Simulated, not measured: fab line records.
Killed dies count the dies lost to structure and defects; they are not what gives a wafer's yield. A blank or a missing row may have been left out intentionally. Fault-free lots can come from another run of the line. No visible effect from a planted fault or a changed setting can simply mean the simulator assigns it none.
fab line records | flow n5_finfet
record: lots: 11 wafers: 32 last_day: 19
route steps=1938 shown BEOL_M1@824 BEOL_M2@847 BEOL_M4@1111
lots that met no fault: taken from a fault-free run of the same line
start_h: the number of hours between the record's first day and the start of the first shown wafer of the lot | wait_h: how many hours have passed since the lot's step before this one | " repeats the value in the row above | L1.1+2: several wafers, shown together as one row | - value missing, or start not given | * or withheld: withheld | < > ~ a bound
route shown NAME@n: NAME is a module with steps in the file, n the number in the route of the first one | usual: mean/standard deviation of fault-free wafers | same: alike in all rows | chamber/n: place in a boat | sites: each site's reading | _std_site: their standard deviation | _edge_site: outer sites' mean less inner sites' | radius_mm: how far each site lies from the wafer's centre | mask NAME#n: copy n | behind: tool/chamber where the wafer was last shaped | hold: why the lot went on hold/how many hours it stayed there/how the hold came to an end | device: the n, p or np transistor that did not switch | end of line: tests of these same wafers at the route's end | a step given without rows: its recipe and nothing more | killed: at the first sort, the dies lost to defects and structure; wafer yield is something else | map: the dies of a wafer, with x for killed, . for not killed, _ for no die there
set.NAME: setting as actually run; set.NAME@STEP: the setting as run at that earlier step | model.NAME: the simulator's own value behind a step, which no gauge read
one table for each step of the route and one row for each wafer, over a sample of lots
services: when a tool's chamber went out of use (start_h, in hours from the record's first day, below 0 if earlier), for how many hours, and the reason
== steps ==
step: N5_BEOL_M1_SPUTTER_90
recipe: material: Cu target_thk_a: 45 temp_c: -20 chamber_pressure_pa: 0.07 power_w: withheld time_s: 8.29
usual: throttle_valve_pct: 30.7/1.2
columns lot.wafer tool chamber start_h wait_h throttle_valve_pct
L238.1 pvd_sputter-01 - 128.06 0.1 32.4
L238.3 " - " " 31.0
L239.1 pvd_sputter-01 - 136.50 0.1 32.5
L239.2 " - " " 31.0
L239.5 " - " " 31.0
L240.1 pvd_sputter-02 - 141.59 0.1 30.5
L240.2 " - " " 30.2
L240.5 " - " " 31.8
L241.1 pvd_sputter-01 - 141.80 0.1 31.2
L241.2 " - " " 31.3
L241.5 " - " " 32.5
L244.1 pvd_sputter-02 - 167.81 0.1 30.4
L244.2 " - " " 31.7
L244.6 " - " " 31.4
L253.1 pvd_sputter-01 - 215.17 0.1 32.7
L253.5 " - " " 31.1
L253.6 " - " " 32.5
L254.1 pvd_sputter-01 - 225.51 0.1 32.6
L254.2 " - " " 31.1
L254.5 " - " " 31.1
L256.1 pvd_sputter-03 - 236.86 0.1 28.8
L256.2 " - " " 27.7
L256.6 " - " " 27.6
L257.3 pvd_sputter-02 - 247.68 0.1 31.7
L257.5 " - " " 31.5
L257.6 " - " " 30.2
L261.1 pvd_sputter-01 - 267.07 0.1 32.3
L261.3 " - " " 31.1
L261.6 " - " " 31.2
L259.2 pvd_sputter-02 - 298.84 0.1 30.4
L259.3 " - " " 30.0
L259.6 " - " " 30.0
step: N5_BEOL_M1_ANNEAL_93
recipe: temp_c: 400 time_s: 240 ambient: vacuum
usual: heater_power_w: 818/62 susceptor_temp_C_max: 401.1/0.42
columns lot.wafer tool chamber start_h wait_h heater_power_w susceptor_temp_C_max
L238.1 pvd_sputter-01 - 128.36 0.0 793 401.4
L238.3 " - " " 761 401.7
L239.1 pvd_sputter-01 - 136.80 0.0 841 401.7
L239.2 " - " " 773 401.4
L239.5 " - " " 774 401.2
L240.1 pvd_sputter-02 - 141.89 0.0 772 400.4
L240.2 " - " " 770 401.0
L240.5 " - " " 784 401.1
L241.1 pvd_sputter-01 - 142.10 0.0 844 401.2
L241.2 " - " " 760 401.9
L241.5 " - " " 795 401.0
L244.1 pvd_sputter-02 - 168.11 0.0 806 400.6
L244.2 " - " " 772 401.0
L244.6 " - " " 763 402.0
L253.1 pvd_sputter-01 - 215.47 0.0 801 401.7
L253.5 " - " " 787 400.9
L253.6 " - " " 790 401.1
L254.1 pvd_sputter-01 - 225.81 0.0 795 401.3
L254.2 " - " " 778 401.0
L254.5 " - " " 790 401.8
L256.1 pvd_sputter-03 - 237.16 0.0 763 400.6
L256.2 " - " " 993 400.6
L256.6 " - " " 984 400.8
L257.3 pvd_sputter-02 - 247.98 0.0 809 401.5
L257.5 " - " " 778 401.5
L257.6 " - " " 760 401.3
L261.1 pvd_sputter-01 - 267.37 0.0 786 400.8
L261.3 " - " " 778 401.7
L261.6 " - " " 812 401.5
L259.2 pvd_sputter-02 - 299.14 0.0 809 400.6
L259.3 " - " " 779 400.6
L259.6 " - " " 904 400.8
step: N5_BEOL_M1_PRE_CLEAN_60
recipe: gas: NH3/H2 time_s: 15 temp_c: * rf_power_w: 300
usual: heater_power_w: 81/4.2
columns lot.wafer tool chamber start_h wait_h heater_power_w
L238.1 cvd_co-02 1 130.36 0.2 81
L238.3 " 0 " " 84
L239.1 cvd_co-01 2 138.85 0.0 78
L239.2 " 0 " " 90
L239.5 " 0 " " 87
L240.1 cvd_co-01 1 145.18 0.0 78
L240.2 " 0 " " 87
L240.5 " 2 " " 77
L241.1 cvd_co-01 2 145.46 0.0 79
L241.2 " 1 " " 79
L241.5 " 0 " " 86
L244.1 cvd_co-01 1 173.41 0.0 78
L244.2 " 0 " " 88
L244.6 " 2 " " 75
L253.1 cvd_co-02 2 216.65 0.0 79
L253.5 " 2 " " 77
L253.6 " 0 " " 83
L254.1 cvd_co-01 2 227.07 0.0 78
L254.2 " 0 " " 89
L254.5 " 1 " " 78
L256.1 cvd_co-02 1 238.44 0.0 79
L256.2 " 0 " " 83
L256.6 " 0 " " 83
L257.3 cvd_co-02 0 249.16 0.0 83
L257.5 " 0 " " 83
L257.6 " 1 " " 81
L261.1 cvd_co-02 0 268.57 0.0 84
L261.3 " 1 " " 81
L261.6 " 1 " " 79
L259.2 cvd_co-01 0 300.33 0.0 89
L259.3 " 1 " " 79
L259.6 " 2 " " 82
step: N5_BEOL_M2_COAT_73
recipe: resist: underlayer temp_c: 205 time_s: 60 spin_rpm: 1500 resist_thk_nm: 5
usual: heater_power_total_W: 391.8/1.3 plate_temp_C: 205.04/0.18 spin_speed_rpm: 1500.2/0.88
columns lot.wafer tool chamber start_h wait_h heater_power_total_W plate_temp_C spin_speed_rpm
L238.1 litho_track-04 0 131.16 - 393.4 205.41 1500.3
L238.3 " 0 " " 391.6 205.08 1498.5
L239.1 litho_track-04 0 139.53 - 393.1 204.88 1498.9
L239.2 " 0 " " 392.3 205.02 1500.9
L239.5 " 0 " " 391.3 204.97 1500.1
L240.1 litho_track-04 0 146.04 - 391.3 204.93 1501.3
L240.2 " 0 " " 391.7 204.93 1499.4
L240.5 " 0 " " 389.5 204.74 1499.8
L241.1 litho_track-04 0 147.00 - 409.2 211.52 1499.9
L241.2 " 0 " " 405.8 211.68 1500.1
L241.5 " 0 " " 409.3 211.25 1500.1
L244.1 litho_track-04 0 176.08 - 410.0 211.55 1500.1
L244.2 " 0 " " 407.4 211.79 1498.8
L244.6 " 0 " " 405.8 211.64 1500.8
L253.1 litho_track-05 0 220.96 - 389.7 204.91 1500.0
L253.5 " 0 " " 391.7 204.87 1499.9
L253.6 " 0 " " 390.8 204.94 1500.0
L254.1 litho_track-05 0 227.85 - 391.3 205.02 1501.4
L254.2 " 0 " " 391.0 205.08 1499.3
L254.5 " 0 " " 389.5 204.90 1499.9
L256.1 litho_track-03 0 239.87 - 393.2 204.92 1501.8
L256.2 " 0 " " 389.5 205.11 1500.4
L256.6 " 0 " " 391.3 205.21 1499.5
L257.3 litho_track-04 0 249.96 - 393.5 204.92 1499.3
L257.5 " 0 " " 392.5 204.96 1500.4
L257.6 " 0 " " 393.3 204.98 1500.0
L261.1 litho_track-04 0 269.17 - 392.4 205.03 1501.0
L261.3 " 0 " " 389.6 205.11 1500.8
L261.6 " 0 " " 390.3 204.70 1500.0
L259.2 litho_track-04 0 302.35 - 390.3 204.73 1499.8
L259.3 " 0 " " 392.7 204.83 1501.0
L259.6 " 0 " " 393.4 204.79 1499.8
step: N5_BEOL_M4_RC_MEAS_101
usual: DIBL_N: 36.3/2.2 DIBL_P: 36.0/2.4 IOFF_N: 0.16/0.042 IOFF_P: 0.22/0.041 ION_N: 672/14 ION_P: 462/7.9 SS_N: 71.7/0.76 SS_P: 73.3/0.72 VT_N: 250/3.6 VT_P: -249/3
columns lot.wafer tool chamber start_h wait_h DIBL_N[mV/V] DIBL_P[mV/V] IOFF_N[nA/um] IOFF_P[nA/um] ION_N[uA/um] ION_P[uA/um] SS_N[mV/dec] SS_P[mV/dec] VT_N[mV] VT_P[mV]
L238.1 prober-02 0 167.38 0.0 37.2 38.0 0.19 0.24 680 463 72.1 74.9 245 -252
L238.3 " 0 " " 36.3 36.5 0.16 0.21 661 459 71.8 73.9 253 -251
L239.1 prober-02 0 175.75 0.0 37.1 36.6 0.18 0.24 673 467 71.0 73.4 251 -249
L239.2 " 0 " " 35.7 36.3 0.15 0.24 667 466 71.5 73.0 252 -246
L239.5 " 0 " " 38.0 37.9 0.20 0.27 679 463 72.0 73.9 244 -244
L240.1 prober-02 0 179.50 0.0 34.8 35.2 0.15 0.20 679 465 70.7 72.5 251 -251
L240.2 " 0 " " 38.0 37.8 0.21 0.26 687 464 72.2 74.1 248 -249
L240.5 " 0 " " 36.3 36.1 0.17 0.22 689 465 71.3 73.2 249 -251
L241.1 prober-01 0 180.50 0.0 34.9 34.5 0.14 0.20 668 463 72.2 73.3 249 -248
L241.2 " 0 " " 34.7 34.2 0.14 0.20 670 463 71.0 73.2 249 -250
L241.5 " 0 " " 34.9 34.7 0.15 0.20 678 467 71.4 73.4 247 -246
L244.1 prober-01 0 205.20 0.0 32.6 30.9 0.10 0.14 651 450 71.1 71.5 256 -253
L244.2 " 0 " " 35.4 35.6 0.16 0.20 671 460 71.6 72.7 248 -250
L244.6 " 0 " " 35.2 34.7 0.14 0.18 661 454 72.3 72.0 248 -250
L253.1 prober-02 0 249.68 0.0 34.4 35.2 0.16 0.24 671 466 72.1 73.3 250 -245
L253.5 " 0 " " 34.4 34.6 0.16 0.23 689 475 71.0 73.2 247 -244
L253.6 " 0 " " 33.5 34.2 0.14 0.22 668 464 70.8 72.4 252 -246
L254.1 prober-01 0 285.49 0.0 38.7 37.8 0.20 0.27 682 466 72.4 74.4 246 -247
L254.2 " 0 " " 36.1 35.1 0.13 0.21 671 471 70.9 72.9 253 -249
L254.5 " 0 " " 37.1 34.7 0.14 0.22 649 452 72.4 73.1 254 -250
L256.1 prober-01 0 294.89 0.0 35.3 33.0 0.13 0.18 679 469 70.9 73.2 254 -253
L256.2 " 0 " " 35.4 32.8 0.14 0.19 667 457 71.1 73.2 252 -255
L256.6 " 0 " " 38.4 37.0 0.21 0.25 696 479 71.5 73.8 247 -248
L257.3 prober-01 0 313.19 0.3 37.3 39.3 0.20 0.30 689 482 70.9 74.7 244 -241
L257.5 " 0 " " 38.0 39.8 0.21 0.31 692 476 72.5 74.0 245 -244
L257.6 " 0 " " 33.8 34.4 0.12 0.19 661 460 70.5 72.2 252 -249
L261.1 prober-02 0 333.91 0.0 36.6 36.4 0.15 0.18 655 445 72.2 73.0 253 -253
L261.3 " 0 " " 34.5 35.3 0.13 0.18 664 459 70.8 72.3 251 -255
L261.6 " 0 " " 33.8 34.7 0.11 0.16 657 453 70.8 72.7 255 -252
L259.2 prober-01 0 342.46 0.6 33.2 34.8 0.14 0.19 674 468 70.5 72.9 251 -251
L259.3 " 0 " " 34.1 35.7 0.15 0.19 685 470 71.1 72.8 249 -251
L259.6 " 0 " " 33.4 34.9 0.14 0.20 672 465 71.2 72.7 250 -250
== services ==
columns tool chamber start_h hours kind
cvd_co-01 1 114.67 - clean
cvd_co-01 1 114.67 22.0 scheduled_down
cvd_co-01 1 114.67 22.0 vent_cycle
pvd_sputter-03 - 133.80 2.7 repair
cvd_co-02 2 157.27 6.8 repair
cvd_co-01 - 165.04 0.5 repair
litho_track-03 - 246.69 - consumable_replace:filter
pvd_sputter-02 - 269.38 29.2 repair
cvd_co-01 - 290.66 4.3 pm
cvd_co-02 - 294.99 6.9 pm
== key ==
first_sign: step: N5_BEOL_M2_COAT_73 reading: plate_temp_C direction: up sigmas: 37 usual: * struck: *
effect: step: N5_BEOL_M2_COAT_73 reading: heater_power_total_W direction: up sigmas: 12 usual: * struck: *
met_at N5_BEOL_M2_COAT_73
struck_lots L241,L244
not_acting_at N5_BEOL_M1_SPUTTER_90,N5_BEOL_M1_ANNEAL_93,N5_BEOL_M1_PRE_CLEAN_60
onset_between 146.04 147.00
fault: kind: process_parameter_drift tool: litho_track-04 chamber: - onset_h: 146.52 steps: N5_BEOL_M2_COAT_73 channel: temp_c offset: * shape: step end_h: 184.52 acts_in: * stated: *
